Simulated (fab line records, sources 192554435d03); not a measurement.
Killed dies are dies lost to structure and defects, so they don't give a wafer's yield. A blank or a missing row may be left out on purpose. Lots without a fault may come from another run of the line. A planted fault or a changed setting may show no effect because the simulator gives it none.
One fault seen from 2 desks | flow n5_finfet | each desk has only its own numbers; what lay behind them comes last

THE TOOL OWNER'S DESK: pvd_sputter-03
The tool's own readings at N5_BEOL_M1_SPUTTER_90 (material Cu, target thk 4.5 nm, time 8.29 s): means of the sampled wafers that have a number, for each lot that ran on this tool. A lot is out of limits, marked OUT, if its mean lies more than 4 standard deviations from the usual mean; the brackets give that distance.
Columns: A = throttle_valve_pct at N5_BEOL_M1_SPUTTER_90, usual 29.8 %
lot  | first seen here | A
L893 | day 8 23:49     | 30.1
L894 | day 9 06:53     | 29.9
L904 | day 11 18:20    | 30.0
This desk's finding: nothing out of limits on any of the 3 lots.

THE METROLOGY DESK
What the gauges read, lot by lot, whatever tool the lot ran on: means of the sampled wafers that have a number. A lot is out of limits, marked OUT, if its mean lies more than 4 standard deviations from the usual mean; the brackets give that distance.
Columns: A = M1_RS at N5_BEOL_M1_RS_MEAS_58, usual 0.67 ohm/sq; B = M2_ILD_THK at N5_BEOL_M2_THK_MEAS_01, usual 79.0 nm
lot  | first seen here | A    | B
L893 | day 9 01:31     | 0.66 | 80.4
L894 | day 9 09:37     | 0.67 | 79.8
L895 | day 9 21:37     | 0.68 | 78.0
L898 | day 10 06:01    | 0.71 | 77.4
L904 | day 11 20:04    | 0.69 | 79.5
L905 | day 12 10:59    | 0.63 | 79.1
This desk's finding: nothing out of limits on any of the 6 lots.

PUT TOGETHER
The tool owner's desk saw nothing out of limits.
The metrology desk saw nothing out of limits.

WHAT THE SIMULATOR HAD PUT IN
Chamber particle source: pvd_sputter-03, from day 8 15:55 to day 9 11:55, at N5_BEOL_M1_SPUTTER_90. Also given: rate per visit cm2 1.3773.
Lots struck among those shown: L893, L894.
